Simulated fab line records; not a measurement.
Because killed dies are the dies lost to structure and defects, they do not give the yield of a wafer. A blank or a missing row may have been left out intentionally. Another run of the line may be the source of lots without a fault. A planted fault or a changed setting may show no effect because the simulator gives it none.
Chamber matching / flow n5 finfet / 4 sister chambers for N5_SD_EPI_N_LINER_46 on ald sin-01
The step material SiNx, target thk 3 nm. 20 wafers are shown with their chamber, then 10 later ones without.

WAFERS WITH THEIR CHAMBER
wafer=L074.1; chamber=3; heater power w (W)=801
wafer=L074.3; chamber=2; heater power w (W)=837
wafer=L074.5; chamber=2; heater power w (W)=829
wafer=L077.1; chamber=3; heater power w (W)=796
wafer=L077.3; chamber=2; heater power w (W)=806
wafer=L077.5; chamber=0; heater power w (W)=861
wafer=L078.1; chamber=2; heater power w (W)=818
wafer=L078.2; chamber=3; heater power w (W)=819
wafer=L078.3; chamber=1; heater power w (W)=850
wafer=L078.4; chamber=0; heater power w (W)=828
wafer=L078.5; chamber=2; heater power w (W)=820
wafer=L078.6; chamber=3; heater power w (W)=801
wafer=L082.2; chamber=2; heater power w (W)=819
wafer=L082.4; chamber=2; heater power w (W)=817
wafer=L082.6; chamber=3; heater power w (W)=848
wafer=L090.1; chamber=2; heater power w (W)=840
wafer=L090.5; chamber=0; heater power w (W)=800
wafer=L090.6; chamber=2; heater power w (W)=823
wafer=L092.2; chamber=2; heater power w (W)=839
wafer=L092.5; chamber=0; heater power w (W)=807

SIGNATURES (means of the wafers above)
reading=heater power w; chamber 0=824.00; chamber 1=850.00; chamber 2=824.80; chamber 3=813.00; scatter within a chamber=18
Rule: for each reading, subtract the chamber's mean from the wafer's reading, divide by that reading's scatter and square the result; add these up over the readings and take the root, which gives the wafer's distance from the chamber. If the next closest chamber is less than 2 further off than the closest, the wafer can't be placed; otherwise it belongs to the closest. How the scatter is found: for the shown wafers, subtract from each reading the mean of its chamber, square and add these, divide the total by (wafers less chambers), then take the root.

WAFERS WHOSE CHAMBER IS MISSING
wafer=L092.6; heater power w (W)=836
wafer=L093.3; heater power w (W)=817
wafer=L093.4; heater power w (W)=802
wafer=L093.5; heater power w (W)=861
wafer=L096.1; heater power w (W)=803
wafer=L096.2; heater power w (W)=856
wafer=L096.3; heater power w (W)=809
wafer=L096.4; heater power w (W)=862
wafer=L096.5; heater power w (W)=800
wafer=L096.6; heater power w (W)=843

CHAMBER TAKEN BY EACH
wafer=L092.6; from the rows above=can't be placed: 2 or 0 or 1 or 3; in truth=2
wafer=L093.3; from the rows above=can't be placed: 3 or 0 or 2 or 1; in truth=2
wafer=L093.4; from the rows above=can't be placed: 3 or 0 or 2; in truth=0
wafer=L093.5; from the rows above=can't be placed: 1 or 2 or 0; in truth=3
wafer=L096.1; from the rows above=can't be placed: 3 or 0 or 2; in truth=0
wafer=L096.2; from the rows above=can't be placed: 1 or 2 or 0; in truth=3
wafer=L096.3; from the rows above=can't be placed: 3 or 0 or 2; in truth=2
wafer=L096.4; from the rows above=can't be placed: 1 or 2 or 0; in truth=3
wafer=L096.5; from the rows above=can't be placed: 3 or 0 or 2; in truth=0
wafer=L096.6; from the rows above=can't be placed: 1 or 2 or 0 or 3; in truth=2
0 of 10 placed correctly. Not placeable from these rows: 10 (in 7, the candidates include the true chamber). Number placed wrongly: 0.
